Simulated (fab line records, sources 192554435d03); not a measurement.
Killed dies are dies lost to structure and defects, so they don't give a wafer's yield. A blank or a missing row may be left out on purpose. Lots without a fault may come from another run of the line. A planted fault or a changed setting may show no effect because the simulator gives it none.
Split-lot experiment | flow n5_finfet | 7 lots, 21 wafers read, on a route of 1938 steps

THE SPLIT
At N5_HKMG_FIN_ETCH_58 (etches SOC in N2/H2, target depth 215.8 nm, time 741 s), the setting source_w was moved away from the recipe's 875 W on 5 of the 21 wafers read, by -14.5% to +13.0%. The other wafers ran this setting at the recipe's value.

The reading is taken at the split's own step.

THE READING
rf_vpp_V, in V, at N5_HKMG_FIN_ETCH_58 (etches SOC in N2/H2, target depth 215.8 nm, time 741 s). Fault-free wafers of this fab line usually give 98.7 V, standard deviation 0.98 V.

wafer  | tool, chamber at the split | source_w as run, W | against the recipe | rf_vpp_V, V | against lot-mates on the recipe
L074.1 | rie_diel-06, 3             | 875                | recipe             | 99.3        | -
L074.2 | rie_diel-06, 1             | 875                | recipe             | 98.9        | -
L074.5 | rie_diel-06, 1             | 748.2              | -14.5%             | 105.1       | +6.0
L076.1 | rie_diel-04, 1             | 989.1              | +13.0%             | 95.1        | -5.4
L076.4 | rie_diel-04, 2             | 875                | recipe             | 100.5       | -
L076.5 | rie_diel-04, 0             | 989.1              | +13.0%             | 94.6        | -5.9
L079.2 | rie_diel-06, 0             | 875                | recipe             | 98.0        | -
L079.3 | rie_diel-06, 2             | 875                | recipe             | 98.3        | -
L079.5 | rie_diel-06, 2             | 875                | recipe             | 98.3        | -
L086.2 | rie_diel-04, 1             | 946                | +8.1%              | 95.2        | -2.6
L086.3 | rie_diel-04, 2             | 875                | recipe             | 97.8        | -
L086.5 | rie_diel-04, 2             | 946                | +8.1%              | 96.4        | -1.4
L087.1 | rie_diel-03, 2             | 875                | recipe             | 97.8        | -
L087.2 | rie_diel-03, 0             | 875                | recipe             | 98.8        | -
L087.6 | rie_diel-03, 1             | 875                | recipe             | 99.2        | -
L090.3 | rie_diel-04, 3             | 875                | recipe             | 99.2        | -
L090.5 | rie_diel-04, 2             | 875                | recipe             | 98.6        | -
L090.6 | rie_diel-04, 3             | 875                | recipe             | 98.4        | -
L094.1 | rie_diel-03, 1             | 875                | recipe             | 100.0       | -
L094.3 | rie_diel-03, 3             | 875                | recipe             | 101.4       | -
L094.6 | rie_diel-03, 2             | 875                | recipe             | 97.4        | -

THE FIT
A straight line over all 21 wafers: rf_vpp_V changes by -0.363 V for each +1% of source_w; r = -0.90; the points scatter about the line by 1 V.
The same after taking each lot's own level away (the mean of its wafers on the recipe; 21 wafers): -0.395 V for each +1%; r = -0.94; scatter 0.86 V.
On that fit, the largest move of source_w shifts the reading by 5.7 V.
The lots' own levels span 97.80 to 100.50 V, that is 2.8 times the standard deviation above.
So the lot-to-lot level changes the slope little: the two slopes agree.
Check: with one of the wafers moved furthest among these (-14.5%) left out of the fit, the line predicts +5.64 V for it against its lot-mates. It came out at +6 V against them.
Tool readings at the split's step, against how far the setting was moved: rf_vpp_V r = -0.90.

OTHER SPLITS ON THESE WAFERS
These wafers also went through other splits before the reading. Each is held against what the fit with the lots' levels taken away leaves over:
other split on the same wafers | wafers away from the commonest value | r with rf_vpp_V (lot level and that fit taken away)
N5_DUMMY_GATE_PECVD_30 time_s  | 6                                    | +0.09
N5_SD_EPI_N_EPI_21 time_s      | 4                                    | +0.01
N5_SD_EPI_P_COAT_34 spin_rpm   | 2                                    | +0.05

THE WHOLE CHAIN: every reading that the file lists as answering this split, in the file's order
step                | what it does                                           | reading                                                                         | change (the file's fit)              | r (the file's)
N5_HKMG_FIN_ETCH_58 | etches SOC in N2/H2, target depth 215.8 nm, time 741 s | rf_vpp_V                                                                        | -0.396 V for each +1% of the setting | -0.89
N5_HKMG_FIN_ETCH_58 | etches SOC in N2/H2, target depth 215.8 nm, time 741 s | etch.depth_nm (the simulator's own value, which no gauge read)                  | +1.88 nm for each +1% of the setting | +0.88
N5_HKMG_FIN_ETCH_58 | etches SOC in N2/H2, target depth 215.8 nm, time 741 s | HKMG_FIN.feature_depth_nm (the simulator's own value, which no gauge read)      | +1.88 nm for each +1% of the setting | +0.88
N5_HKMG_FIN_ETCH_58 | etches SOC in N2/H2, target depth 215.8 nm, time 741 s | SOC_of_HKMG_FIN_COAT_41.thk_nm (the simulator's own value, which no gauge read) | -1.9 nm for each +1% of the setting  | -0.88

THE FILE'S OWN FIT
rf_vpp_V changes by -0.396 V for each +1% of source_w, r = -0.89.
